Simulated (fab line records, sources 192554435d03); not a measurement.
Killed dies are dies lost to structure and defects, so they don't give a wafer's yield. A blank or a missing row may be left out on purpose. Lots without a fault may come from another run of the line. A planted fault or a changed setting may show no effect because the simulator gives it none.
Chamber matching | flow n5_finfet | N5_BEOL_M7_ETCH_65 on rie_diel-01: 4 sister chambers
The step etches SiARC in CF4, target depth 15.6 nm, time 26 s. 20 wafers are shown with their chamber, then 10 later ones without.

WAFERS WITH THEIR CHAMBER
wafer  | chamber | drypump_motor_current_A (A) | showerhead_plenum_p_Torr (Torr) | throttle_valve_pct (%)
L074.2 | 2       | 5.4                         | 2.16                            | 15.7
L074.3 | 0       | 5.1                         | 2.23                            | 15.6
L074.5 | 3       | 6.3                         | 2.10                            | 15.8
L077.1 | 0       | 5.1                         | 2.22                            | 15.7
L077.3 | 1       | 5.7                         | 2.09                            | 15.0
L077.6 | 2       | 5.4                         | 2.15                            | 15.7
L079.1 | 2       | 5.4                         | 2.15                            | 15.7
L079.3 | 1       | 5.6                         | 2.09                            | 15.0
L079.6 | 0       | 5.1                         | 2.22                            | 15.7
L083.2 | 0       | 5.1                         | 2.22                            | 15.7
L083.4 | 1       | 5.6                         | 2.08                            | 15.0
L083.5 | 2       | 5.4                         | 2.15                            | 15.8
L089.4 | 2       | 5.4                         | 2.15                            | 15.8
L089.5 | 0       | 5.1                         | 2.21                            | 15.7
L089.6 | 1       | 5.6                         | 2.08                            | 15.1
L093.2 | 2       | 5.4                         | 2.14                            | 15.8
L093.4 | 1       | 5.7                         | 2.08                            | 15.1
L093.5 | 0       | 5.1                         | 2.21                            | 15.7
L095.1 | 3       | 6.4                         | 2.10                            | 15.2
L095.3 | 1       | 5.7                         | 2.08                            | 15.1

SIGNATURES (means of the wafers above)
reading                  | chamber 0 | chamber 1 | chamber 2 | chamber 3 | scatter within a chamber
drypump_motor_current_A  | 5.100     | 5.650     | 5.400     | 6.350     | 0.0354
showerhead_plenum_p_Torr | 2.2183    | 2.0833    | 2.1500    | 2.1000    | 0.00621
throttle_valve_pct       | 15.683    | 15.050    | 15.750    | 15.500    | 0.117
Rule: a wafer's distance from a chamber is the root of the sum, over the readings, of the square of ((its reading less the chamber's mean) divided by the reading's scatter). The wafer belongs to the nearest chamber; if the next one is less than 2 further off, it can't be placed. The scatter: the root of (the sum of the squares of (reading less its chamber's mean) over the shown wafers, divided by (wafers less chambers)).

WAFERS WITHOUT THEIR CHAMBER
wafer  | drypump_motor_current_A (A) | showerhead_plenum_p_Torr (Torr) | throttle_valve_pct (%)
L095.4 | 5.1                         | 2.21                            | 15.7
L094.1 | 6.3                         | 2.10                            | 15.2
L094.4 | 5.4                         | 2.14                            | 15.8
L094.6 | 5.4                         | 2.14                            | 15.8
L096.1 | 6.3                         | 2.10                            | 15.2
L096.3 | 5.1                         | 2.21                            | 15.7
L096.4 | 5.6                         | 2.08                            | 15.1
L097.2 | 5.7                         | 2.08                            | 15.1
L097.5 | 6.3                         | 2.10                            | 15.2
L097.6 | 5.6                         | 2.08                            | 15.1

WHICH CHAMBER EACH WENT THROUGH
wafer  | from the rows above | in truth
L095.4 | 0                   | 0
L094.1 | 3                   | 3
L094.4 | 2                   | 2
L094.6 | 2                   | 2
L096.1 | 3                   | 3
L096.3 | 0                   | 0
L096.4 | 1                   | 1
L097.2 | 1                   | 1
L097.5 | 3                   | 3
L097.6 | 1                   | 1
Placed correctly: 10 of 10. Can't be placed from these rows: 0. Placed wrongly: 0.
